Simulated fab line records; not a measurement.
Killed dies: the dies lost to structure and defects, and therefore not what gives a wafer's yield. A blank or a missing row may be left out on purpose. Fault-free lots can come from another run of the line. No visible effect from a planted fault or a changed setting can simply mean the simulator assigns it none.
Matching of chambers	flow nand-harc	rie-diel-01 running NHARC_P_BONDPAD_DESCUM_11: 4 sister chambers
The step chemistry O2, time 3 s. 8 wafers are shown with their chamber, then 7 later ones without.

WAFERS, EACH WITH ITS CHAMBER
wafer	chamber	oes-product-au (a.u.)	rf-vpp-V (V)
L084.3	2	0.986	58.7
L088.2	0	1.010	56.8
L088.6	3	1.022	56.5
L089.2	3	1.022	56.3
L089.3	1	0.989	57.7
L089.6	1	0.981	57.2
L091.2	0	0.992	57.9
L091.3	2	0.973	58.1

WAFERS MISSING THEIR CHAMBER
wafer	oes-product-au (a.u.)	rf-vpp-V (V)
L091.4	1.023	57.1
L096.1	0.989	57.9
L096.3	0.999	57.7
L096.6	0.999	58.9
L097.2	0.993	58.7
L097.4	1.010	58.0
L097.5	1.009	58.6

WHICH CHAMBER EACH WENT THROUGH
wafer	from the rows above	in truth
L091.4	can't be placed: 3 or 0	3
L096.1	can't be placed: 1 or 2 or 0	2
L096.3	can't be placed: 0 or 1 or 2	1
L096.6	can't be placed: 2 or 0 or 1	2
L097.2	can't be placed: 2 or 1 or 0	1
L097.4	can't be placed: 0 or 1 or 3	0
L097.5	can't be placed: 0 or 2 or 1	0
0 of 7 placed correctly. Not placeable from these rows: 7 (in 7, the candidates include the true chamber). Wrongly placed: 0.
How it was worked out, from the rows above alone: a wafer's distance from a chamber is the root of the sum, over the readings, of the square of ((its reading less the chamber's mean) divided by the reading's scatter). The wafer belongs to the nearest chamber; if the next one is less than 2 further off, it can't be placed. Each chamber's mean is taken over the wafers shown for it. The scatter is the square root of a quotient: the sum, over the shown wafers, of each reading's squared deviation from its chamber's mean, divided by wafers minus chambers.
